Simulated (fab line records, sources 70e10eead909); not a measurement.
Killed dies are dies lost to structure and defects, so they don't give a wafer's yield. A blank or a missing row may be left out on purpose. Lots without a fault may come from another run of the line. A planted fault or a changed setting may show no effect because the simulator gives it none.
A struck lot beside a sound one | flow nand_harc | 14 steps out of a route of 1302
Sound: wafers L669.1, L669.2, L669.5. Struck: wafer L675.5. (L675.1 of the same lot was not struck and is left out.) The cause comes at the end.
At each step with rows: each side's tool, then ch and its chambers, then its first start. Under that, the readings that differ: sound wafers | struck wafers | difference of the means | sigmas: that difference in standard deviations of wafers without a fault.
alike: readings whose means differ by less than 2 such deviations, and words and numbers that are the same on both sides. not compared: withheld readings, readings that some wafer has no value for, bounds like >300 that may hide the same value, and numbers for which the record gives no deviation and whose values overlap.
The two part at a step that has a row with sigmas, a row that says differs or no value, or rows on one side only. Numbers that don't overlap but have no deviation are shown without sigmas and don't part them. A reading that every wafer of one side lacks parts them only if that side has two wafers or more.

first, 1 step without rows for these wafers: NHARC_A_ONON_D1_DEP_12 (target thk 1000 nm).
NHARC_A_ONON_D1_THK_MEAS_14: measures by ellipsometry.
  sound on film_metro-02, day 10 08:10; struck on film_metro-01, day 12 10:41
  alike: thk_nm
then, 2 steps without rows for these wafers: NHARC_A_ONON_D1_ANNEAL_15 (time 3600 s); NHARC_A_ONON_D1_DEP_16 (target thk 1000 nm).
NHARC_A_ONON_D1_THK_MEAS_18: measures by ellipsometry.
  sound on film_metro-02, day 10 16:13; struck on film_metro-01, day 12 18:47
  reading     | sound          | struck | difference | sigmas
  thk_nm (nm) | 1015 1017 1017 | 992    | -24        | -3
then, 1 step without rows for these wafers: NHARC_A_ONON_D1_DEP_19 (target thk 1000 nm).
NHARC_A_ONON_D1_THK_MEAS_21: measures by ellipsometry.
  sound on film_metro-01, day 10 16:46; struck on film_metro-02, day 12 19:22
  alike: thk_nm
then, 1 step without rows for these wafers: NHARC_A_ONON_D1_DEP_22 (target thk 1000 nm).
NHARC_A_ONON_D1_THK_MEAS_24: measures by ellipsometry.
  sound on film_metro-01, day 10 17:20; struck on film_metro-01, day 12 19:56
  alike: thk_nm
then, 1 step without rows for these wafers: NHARC_A_ONON_D1_DEP_25 (target thk 1000 nm).
NHARC_A_ONON_D1_THK_MEAS_27: measures by ellipsometry.
  sound on film_metro-02, day 10 17:55; struck on film_metro-01, day 12 20:29
  alike: thk_nm
NHARC_A_ONON_D1_DEP_28: target thk 1000 nm.
  sound on pecvd_onon-01 ch 0, day 10 17:58; struck on pecvd_onon-03 ch 0, day 12 20:33
NHARC_A_ONON_D1_THK_MEAS_30: measures by ellipsometry.
  sound on film_metro-02, day 10 18:28; struck on film_metro-01, day 12 21:03
  reading     | sound       | struck | difference | sigmas
  thk_nm (nm) | 999 997 999 | 838    | -160       | -15
NHARC_A_ONON_D1_DEP_33: deposits SiO2, target thk 200 nm.
  sound on pecvd-01 ch 0,1, day 10 18:32; struck on pecvd-02 ch 2, day 12 21:12
  alike: heater_power_w, throttle_valve_pct

WHERE THEY PART
First at NHARC_A_ONON_D1_THK_MEAS_18; last, within this record, at NHARC_A_ONON_D1_THK_MEAS_30. Later steps at which nothing parts them and some readings are alike: NHARC_A_ONON_D1_DEP_33.

WHY: what the simulator had put in
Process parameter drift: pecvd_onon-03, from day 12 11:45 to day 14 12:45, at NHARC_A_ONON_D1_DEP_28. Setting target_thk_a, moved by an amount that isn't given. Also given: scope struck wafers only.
